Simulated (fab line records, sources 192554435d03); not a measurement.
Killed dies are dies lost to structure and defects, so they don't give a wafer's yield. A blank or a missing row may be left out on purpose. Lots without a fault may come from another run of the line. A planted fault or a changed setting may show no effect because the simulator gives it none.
Which tool did it? | flow n5_finfet | 23 lots, 69 wafers sampled, at 6 steps of a route of 1938

WHAT THE GAUGES READ, wafer by wafer
N5_BEOL_M10_CD_MEAS_28: target cd 70 nm.
lot  | measured     | on        | cd_nm (nm)
L074 | day 9 13:26  | cd_sem-01 | 69.8 70.0 71.6
L075 | day 10 04:17 | cd_sem-03 | 71.1 70.7 70.7
L076 | day 10 11:07 | cd_sem-02 | 70.4 68.6 70.1
L077 | day 10 11:17 | cd_sem-03 | 68.8 70.5 69.4
L078 | day 10 20:08 | cd_sem-03 | 69.6 69.0 70.7
L079 | day 10 20:18 | cd_sem-03 | 70.5 69.2 69.3
L080 | day 11 04:29 | cd_sem-01 | 70.6 69.1 70.0
L081 | day 11 21:32 | cd_sem-02 | 69.9 69.2 69.1
L082 | day 12 04:37 | cd_sem-03 | 70.4 69.5 72.2
L084 | day 12 10:53 | cd_sem-01 | 71.9 69.4 69.6
L085 | day 12 11:04 | cd_sem-02 | 70.1 68.3 70.6
L083 | day 12 14:50 | cd_sem-03 | 70.0 71.1 71.7
L086 | day 13 09:38 | cd_sem-01 | 68.8 70.0 70.3
L087 | day 13 09:53 | cd_sem-03 | 69.8 70.4 70.0
L088 | day 13 13:48 | cd_sem-02 | 70.3 72.9 71.0
L089 | day 13 20:26 | cd_sem-02 | 70.3 69.2 70.5
L090 | day 14 04:56 | cd_sem-03 | 70.4 71.4 72.3
L091 | day 14 10:29 | cd_sem-01 | 70.4 70.0 71.0
L092 | day 14 12:03 | cd_sem-01 | 71.5 70.4 70.6
L094 | day 14 20:35 | cd_sem-02 | 71.6 72.9 70.3
L093 | day 14 23:27 | cd_sem-03 | 70.0 70.0 70.0
L097 | day 15 15:11 | cd_sem-03 | 70.1 70.2 70.7
L096 | day 15 15:16 | cd_sem-01 | 70.7 70.0 70.7

N5_BEOL_M10_RS_MEAS_57: measures by four-point-probe.
lot  | measured     | on            | M10_RS (ohm/sq)
L074 | day 9 16:48  | film_metro-01 | 0.154 0.159 0.154
L075 | day 10 07:08 | film_metro-01 | 0.163 0.156 0.158
L076 | day 10 14:07 | film_metro-01 | 0.160 0.147 0.145
L077 | day 10 14:53 | film_metro-01 | 0.160 0.154 0.156
L078 | day 10 23:38 | film_metro-01 | 0.152 0.151 0.149
L079 | day 11 01:31 | film_metro-01 | 0.160 0.158 0.164
L080 | day 11 08:06 | film_metro-01 | 0.159 0.149 0.160
L081 | day 12 00:50 | film_metro-02 | 0.159 0.148 0.157
L082 | day 12 07:58 | film_metro-01 | 0.151 0.152 0.152
L084 | day 12 15:37 | film_metro-02 | 0.153 0.142 0.150
L085 | day 12 16:04 | film_metro-02 | 0.152 0.145 0.149
L083 | day 12 19:36 | film_metro-01 | 0.160 0.160 0.157
L086 | day 13 13:08 | film_metro-01 | 0.157 0.157 0.150
L087 | day 13 13:24 | film_metro-02 | 0.165 0.153 0.146
L088 | day 13 17:16 | film_metro-01 | 0.148 0.149 0.151
L089 | day 14 00:51 | film_metro-01 | 0.151 0.151 0.150
L090 | day 14 08:05 | film_metro-01 | 0.147 0.145 0.148
L091 | day 14 14:35 | film_metro-01 | 0.147 0.158 0.149
L092 | day 14 15:49 | film_metro-01 | 0.155 0.161 0.154
L094 | day 15 00:07 | film_metro-02 | 0.149 0.149 0.152
L093 | day 15 02:38 | film_metro-01 | 0.157 0.156 0.150
L097 | day 15 19:20 | film_metro-01 | 0.146 0.148 0.149
L096 | day 15 18:23 | film_metro-02 | 0.158 0.148 0.155

WHICH TOOL RAN EACH LOT (tool, then ch and the chambers of the sampled wafers, then the start)
lot  | N5_BEOL_M9_DESCUM_33               | N5_BEOL_M9_ETCH_41                            | N5_BEOL_M10_PECVD_70            | N5_BEOL_M10_ETCH_61
L074 | rie_diel-05 ch 0,1, day 9 07:50    | rie_diel-05 ch 0,1, day 9 11:37 or earlier    | pecvd-01 ch 0,1, day 9 11:37    | rie_diel-03 ch 0,2,3, day 9 12:32
L075 | rie_diel-05 ch 0,2,3, day 9 19:02  | rie_diel-05 ch 0,2,3, day 10 00:09 or earlier | pecvd-01 ch 0,1,2, day 10 00:09 | rie_diel-06 ch 0,2,3, day 10 01:26
L076 | rie_diel-04 ch 1,3, day 10 01:31   | rie_diel-04 ch 1,3, day 10 06:57 or earlier   | pecvd-04 ch 0,1, day 10 06:57   | rie_diel-06 ch 1,2,3, day 10 08:58
L077 | rie_diel-04 ch 0,1,3, day 10 02:08 | rie_diel-04 ch 0,1,3, day 10 07:26 or earlier | pecvd-04 ch 0,1,2, day 10 07:26 | rie_diel-06 ch 1,2,3, day 10 09:13
L078 | rie_diel-04 ch 0,3, day 10 08:08   | rie_diel-04 ch 0,3, day 10 14:07 or earlier   | pecvd-03 ch 0,1, day 10 14:07   | rie_diel-06 ch 0,2,3, day 10 15:53
L079 | rie_diel-05 ch 0,1, day 10 11:13   | rie_diel-05 ch 0,1, day 10 15:07 or earlier   | pecvd-03 ch 0,1, day 10 15:07   | rie_diel-03 ch 1,3, day 10 16:59
L080 | rie_diel-05 ch 0,1,3, day 10 20:11 | rie_diel-05 ch 0,1,3, day 10 23:41 or earlier | pecvd-03 ch 0,1, day 10 23:41   | rie_diel-03 ch 0,2, day 11 02:14
L081 | rie_diel-01 ch 1,2,3, day 11 13:09 | rie_diel-01 ch 1,2,3, day 11 16:47 or earlier | pecvd-03 ch 0,1,2, day 11 16:47 | rie_diel-03 ch 0,1,3, day 11 18:43
L082 | rie_diel-05 ch 1,3, day 11 21:29   | rie_diel-05 ch 1,3, day 12 00:52 or earlier   | pecvd-01 ch 0,1,2, day 12 00:52 | rie_diel-06 ch 0,1,2, day 12 02:14
L084 | rie_diel-04 ch 0,2,3, day 12 04:37 | rie_diel-04 ch 0,2,3, day 12 08:27 or earlier | pecvd-04 ch 0,1, day 12 08:27   | rie_diel-02 ch 0,2,3, day 12 10:11
L085 | rie_diel-04 ch 0,1,2, day 12 05:04 | rie_diel-04 ch 0,1,2, day 12 09:12 or earlier | pecvd-04 ch 0,1, day 12 09:12   | rie_diel-03 ch 1,2,3, day 12 10:13
L083 | rie_diel-01 ch 0,1,3, day 12 09:08 | rie_diel-01 ch 0,1,3, day 12 12:40 or earlier | pecvd-04 ch 0,1,2, day 12 12:40 | rie_diel-06 ch 0,1,2, day 12 13:20
L086 | rie_diel-04 ch 0,2,3, day 13 00:28 | rie_diel-04 ch 0,2,3, day 13 05:14 or earlier | pecvd-04 ch 1,2, day 13 05:14   | rie_diel-03 ch 0,2,3, day 13 07:00
L087 | rie_diel-01 ch 1,2,3, day 13 00:48 | rie_diel-01 ch 1,2,3, day 13 05:43 or earlier | pecvd-03 ch 0,1,2, day 13 05:43 | rie_diel-02 ch 0,3, day 13 07:15
L088 | rie_diel-05 ch 1,3, day 13 02:03   | rie_diel-05 ch 1,3, day 13 07:01 or earlier   | pecvd-01 ch 0,2, day 13 07:01   | rie_diel-02 ch 0,2, day 13 10:56
L089 | rie_diel-01 ch 0,1,3, day 13 13:43 | rie_diel-01 ch 0,1,3, day 13 17:24 or earlier | pecvd-04 ch 1,2, day 13 17:24   | rie_diel-03 ch 0,1,2, day 13 19:28
L090 | rie_diel-01 ch 1,3, day 13 20:59   | rie_diel-01 ch 1,3, day 14 02:25 or earlier   | pecvd-03 ch 1, day 14 02:25     | rie_diel-02 ch 1,2,3, day 14 04:09
L091 | rie_diel-04 ch 0,1, day 14 01:46   | rie_diel-04 ch 0,1, day 14 05:52 or earlier   | pecvd-04 ch 0,2, day 14 05:52   | rie_diel-02 ch 1,2,3, day 14 07:10
L092 | rie_diel-05 ch 1,2,3, day 14 05:03 | rie_diel-05 ch 1,2,3, day 14 08:40 or earlier | pecvd-04 ch 0,1, day 14 08:40   | rie_diel-02 ch 1,2, day 14 11:06
L094 | rie_diel-01 ch 0,2, day 14 13:55   | rie_diel-01 ch 0,2, day 14 17:27 or earlier   | pecvd-01 ch 0,1, day 14 17:27   | rie_diel-03 ch 0,2,3, day 14 19:01
L093 | rie_diel-04 ch 1,2,3, day 14 15:30 | rie_diel-04 ch 1,2,3, day 14 19:59 or earlier | pecvd-03 ch 0,2, day 14 19:59   | rie_diel-03 ch 1,2, day 14 22:18
L097 | rie_diel-01 ch 0,1, day 15 06:31   | rie_diel-01 ch 0,1, day 15 11:25 or earlier   | pecvd-01 ch 1,2, day 15 11:25   | rie_diel-06 ch 1,2, day 15 13:36
L096 | rie_diel-04 ch 2,3, day 15 08:19   | rie_diel-04 ch 2,3, day 15 12:22 or earlier   | pecvd-04 ch 0,1,2, day 15 12:22 | rie_diel-06 ch 0,2,3, day 15 13:51
- N5_BEOL_M9_DESCUM_33: chemistry O2, time 7 s.
- N5_BEOL_M9_ETCH_41: etches SiCN in CH3F/O2, target depth 36.6 nm, time 70.1 s.
- N5_BEOL_M10_PECVD_70: deposits SiO2 from TEOS/O2, target thk 20 nm, time 22.7 s.
- N5_BEOL_M10_ETCH_61: etches SiARC in CF4, target depth 39 nm, time 65 s.

WHAT THE TOOLS THEMSELVES READ (means of the sampled wafers that have a number; where no wafer has one, the mark that the record gives instead)
N5_BEOL_M9_DESCUM_33.
lot  | tool        | drypump_motor_current_A (A) | oes_product_au (a.u.) | rf_vpp_V (V) | showerhead_plenum_p_Torr (Torr) | temp_c (C) | throttle_valve_pct (%)
L074 | rie_diel-05 | 5.2                         | 0.75                  | 243.4        | 2.15                            | 40.10      | 20.32
L075 | rie_diel-05 | 5.5                         | 0.82                  | 243.9        | 2.14                            | 39.92      | 20.04
L076 | rie_diel-04 | 5.7                         | 0.79                  | 243.8        | 2.14                            | 39.90      | 20.11
L077 | rie_diel-04 | 5.5                         | 0.77                  | 244.5        | 2.14                            | 40.10      | 20.16
L078 | rie_diel-04 | 5.9                         | 0.79                  | 244.6        | 2.13                            | 40.10      | 20.20
L079 | rie_diel-05 | 5.4                         | 0.80                  | 243.0        | 2.14                            | 40.02      | 20.30
L080 | rie_diel-05 | 5.5                         | 0.80                  | 244.0        | 2.14                            | 40.01      | 20.12
L081 | rie_diel-01 | 5.9                         | 0.86                  | 243.8        | 2.11                            | 40.04      | 20.46
L082 | rie_diel-05 | 5.7                         | 0.86                  | 244.0        | 2.12                            | 39.97      | 19.91
L084 | rie_diel-04 | 5.8                         | 0.81                  | 243.7        | 2.13                            | 39.93      | 20.34
L085 | rie_diel-04 | 5.4                         | 0.79                  | 244.4        | 2.14                            | 40.04      | 20.32
L083 | rie_diel-01 | 5.8                         | 0.88                  | 243.7        | 2.10                            | 39.97      | 20.23
L086 | rie_diel-04 | 5.8                         | 0.81                  | 243.9        | 2.13                            | 39.95      | 20.36
L087 | rie_diel-01 | 5.9                         | 0.84                  | 242.8        | 2.11                            | 40.02      | 20.47
L088 | rie_diel-05 | 5.7                         | 0.84                  | 243.9        | 2.12                            | 40.02      | 19.92
L089 | rie_diel-01 | 5.8                         | 0.86                  | 243.1        | 2.10                            | 39.90      | 20.26
L090 | rie_diel-01 | 6.0                         | 0.84                  | 242.8        | 2.10                            | 39.98      | 20.24
L091 | rie_diel-04 | 5.3                         | 0.72                  | 243.5        | 2.13                            | 40.03      | 20.28
L092 | rie_diel-05 | 5.7                         | 0.83                  | 243.7        | 2.12                            | 40.07      | 20.04
L094 | rie_diel-01 | 5.7                         | 0.86                  | 241.5        | 2.05                            | 40.09      | 20.37
L093 | rie_diel-04 | 5.7                         | 0.79                  | 242.6        | 2.13                            | 39.95      | 20.30
L097 | rie_diel-01 | 5.6                         | 0.84                  | 243.1        | 2.09                            | 39.92      | 20.26
L096 | rie_diel-04 | 6.0                         | 0.84                  | 243.4        | 2.12                            | 39.94      | 20.44

N5_BEOL_M9_ETCH_41.
lot  | tool        | CH3F_flow_sccm (sccm) | drypump_motor_current_A (A) | oes_product_au (a.u.) | rf_vpp_V (V) | showerhead_plenum_p_Torr (Torr) | throttle_valve_pct (%)
L074 | rie_diel-05 | 29.96                 | 5.2                         | 0.76                  | 299.1        | 2.06                            | 16.29
L075 | rie_diel-05 | 29.99                 | 5.5                         | 0.83                  | 299.1        | 2.06                            | 16.04
L076 | rie_diel-04 | 29.98                 | 5.7                         | 0.78                  | 298.0        | 2.04                            | 16.04
L077 | rie_diel-04 | 29.92                 | 5.5                         | 0.76                  | 297.6        | 2.05                            | 16.16
L078 | rie_diel-04 | 30.00                 | 5.9                         | 0.78                  | 298.2        | 2.04                            | 16.15
L079 | rie_diel-05 | 30.08                 | 5.4                         | 0.80                  | 298.4        | 2.06                            | 16.28
L080 | rie_diel-05 | 30.07                 | 5.5                         | 0.79                  | 298.4        | 2.06                            | 16.14
L081 | rie_diel-01 | 30.07                 | 5.9                         | 0.85                  | 297.0        | 2.01                            | 16.24
L082 | rie_diel-05 | 29.98                 | 5.7                         | 0.84                  | 297.8        | 2.06                            | 15.99
L084 | rie_diel-04 | 30.02                 | 5.8                         | 0.81                  | 298.5        | 2.04                            | 16.25
L085 | rie_diel-04 | 29.98                 | 5.4                         | 0.79                  | 297.8        | 2.04                            | 16.25
L083 | rie_diel-01 | 29.93                 | 5.8                         | 0.88                  | 297.8        | 2.01                            | 16.10
L086 | rie_diel-04 | 29.97                 | 5.8                         | 0.80                  | 298.1        | 2.04                            | 16.26
L087 | rie_diel-01 | 30.04                 | 5.9                         | 0.85                  | 297.6        | 2.01                            | 16.27
L088 | rie_diel-05 | 29.97                 | 5.7                         | 0.84                  | 298.8        | 2.06                            | 16.00
L089 | rie_diel-01 | 29.98                 | 5.8                         | 0.85                  | 296.6        | 2.01                            | 16.14
L090 | rie_diel-01 | 30.05                 | 6.0                         | 0.84                  | 298.0        | 2.01                            | 16.13
L091 | rie_diel-04 | 30.03                 | 5.3                         | 0.71                  | 299.5        | 2.05                            | 16.31
L092 | rie_diel-05 | 30.07                 | 5.7                         | 0.83                  | 297.5        | 2.04                            | 16.06
L094 | rie_diel-01 | 30.05                 | 5.7                         | 0.86                  | 296.2        | 1.96                            | 16.22
L093 | rie_diel-04 | 29.89                 | 5.7                         | 0.79                  | 297.8        | 2.03                            | 16.17
L097 | rie_diel-01 | 29.99                 | 5.6                         | 0.84                  | 298.1        | 2.00                            | 16.15
L096 | rie_diel-04 | 29.96                 | 6.0                         | 0.83                  | 297.4        | 2.02                            | 16.26

N5_BEOL_M10_PECVD_70.
lot  | tool     | heater_power_w (W) | showerhead_plenum_p_Torr (Torr) | throttle_valve_pct (%)
L074 | pecvd-01 | 812                | 8.90                            | 23.7
L075 | pecvd-01 | 709                | 8.86                            | 23.6
L076 | pecvd-04 | 720                | 8.84                            | 23.1
L077 | pecvd-04 | 716                | 8.83                            | 22.3
L078 | pecvd-03 | 663                | 8.81                            | 23.7
L079 | pecvd-03 | 771                | 8.80                            | 23.0
L080 | pecvd-03 | 713                | 8.80                            | 23.0
L081 | pecvd-03 | 670                | 8.79                            | 22.6
L082 | pecvd-01 | 720                | 8.86                            | 23.5
L084 | pecvd-04 | 708                | 8.83                            | 22.7
L085 | pecvd-04 | 634                | 8.83                            | 23.0
L083 | pecvd-04 | 698                | 8.83                            | 22.2
L086 | pecvd-04 | 693                | 8.83                            | 22.0
L087 | pecvd-03 | 710                | 8.78                            | 22.5
L088 | pecvd-01 | 799                | 8.88                            | 24.3
L089 | pecvd-04 | 677                | 8.83                            | 22.0
L090 | pecvd-03 | 640                | 8.84                            | 24.3
L091 | pecvd-04 | 758                | 8.85                            | 21.9
L092 | pecvd-04 | 765                | 8.84                            | 22.9
L094 | pecvd-01 | 691                | 8.89                            | 23.8
L093 | pecvd-03 | 730                | 8.78                            | 21.5
L097 | pecvd-01 | 731                | 8.84                            | 23.0
L096 | pecvd-04 | 697                | 8.83                            | 22.4

N5_BEOL_M10_ETCH_61.
lot  | tool        | drypump_motor_current_A (A) | etch_rf_on_time_s (s) | oes_product_au (a.u.) | rf_vpp_V (V) | showerhead_plenum_p_Torr (Torr) | throttle_valve_pct (%)
L074 | rie_diel-03 | 5.57                        | 66.8                  | 0.64                  | 185.0        | 2.16                            | 15.54
L075 | rie_diel-06 | 5.84                        | 65.6                  | 0.68                  | 182.6        | 2.09                            | 15.60
L076 | rie_diel-06 | 5.61                        | 64.5                  | 0.69                  | 183.3        | 2.12                            | 15.64
L077 | rie_diel-06 | 5.61                        | 65.2                  | 0.68                  | 184.3        | 2.12                            | 15.64
L078 | rie_diel-06 | 5.84                        | 65.7                  | 0.67                  | 183.3        | 2.09                            | 15.61
L079 | rie_diel-03 | 5.47                        | 65.9                  | 0.65                  | 184.2        | 2.07                            | 15.54
L080 | rie_diel-03 | 5.51                        | 67.9                  | 0.75                  | 184.3        | 2.19                            | 15.37
L081 | rie_diel-03 | 5.41                        | 65.0                  | 0.69                  | 183.9        | 2.12                            | 15.42
L082 | rie_diel-06 | 5.66                        | 65.5                  | 0.71                  | 183.7        | 2.14                            | 15.47
L084 | rie_diel-02 | 5.72                        | 65.3                  | 0.64                  | 183.3        | 2.07                            | 15.76
L085 | rie_diel-03 | 5.60                        | 66.8                  | 0.65                  | 183.9        | 2.11                            | 15.55
L083 | rie_diel-06 | 5.66                        | 64.5                  | 0.71                  | 184.2        | 2.13                            | 15.49
L086 | rie_diel-03 | 5.55                        | 66.1                  | 0.69                  | 184.8        | 2.15                            | 15.43
L087 | rie_diel-02 | 5.72                        | 65.5                  | 0.68                  | 182.7        | 2.07                            | 15.65
L088 | rie_diel-02 | 5.69                        | 65.5                  | 0.74                  | 182.6        | 2.07                            | 15.58
L089 | rie_diel-03 | 5.34                        | 66.4                  | 0.70                  | 183.6        | 2.14                            | 15.44
L090 | rie_diel-02 | 5.56                        | 64.4                  | 0.71                  | 183.9        | 2.08                            | 15.68
L091 | rie_diel-02 | 5.55                        | 64.9                  | 0.70                  | 183.5        | 2.08                            | 15.69
L092 | rie_diel-02 | 5.53                        | 64.2                  | 0.72                  | 183.2        | 2.09                            | 15.66
L094 | rie_diel-03 | 5.54                        | 67.0                  | 0.68                  | 185.1        | 2.15                            | 15.46
L093 | rie_diel-03 | 5.37                        | 67.0                  | 0.65                  | 183.2        | 2.08                            | 15.59
L097 | rie_diel-06 | 5.45                        | 63.9                  | 0.69                  | 183.8        | 2.15                            | 15.59
L096 | rie_diel-06 | 5.81                        | 65.2                  | 0.71                  | 184.2        | 2.16                            | 15.52

THE ANSWER, worked out from the rows above alone
Rule: what is usual is taken from the lots themselves. Put in order of their means at a reading, lots are off if they are a third of the lots or fewer, leave a main group of 4 or more, and stand apart from it by a gap of 3 or more times the standard deviation of the main group's means; of several such gaps the widest counts. A main group whose means are all the same, to the digits that the tables above print for the reading, isn't used. A lot without any number at a reading at which 4 lots or more have one is off too. The other lots that the step has rows for count as sound. The gauges are gone through in route order, then the tools' own readings, and for those a lot's mean is taken as printed above. The first step at which some lot is off is used, and at that step the reading that is off furthest; a lot without a number counts as furthest.
No lot is off at any reading shown: from this, nothing can be told.

WHAT THE SIMULATOR HAD PUT IN
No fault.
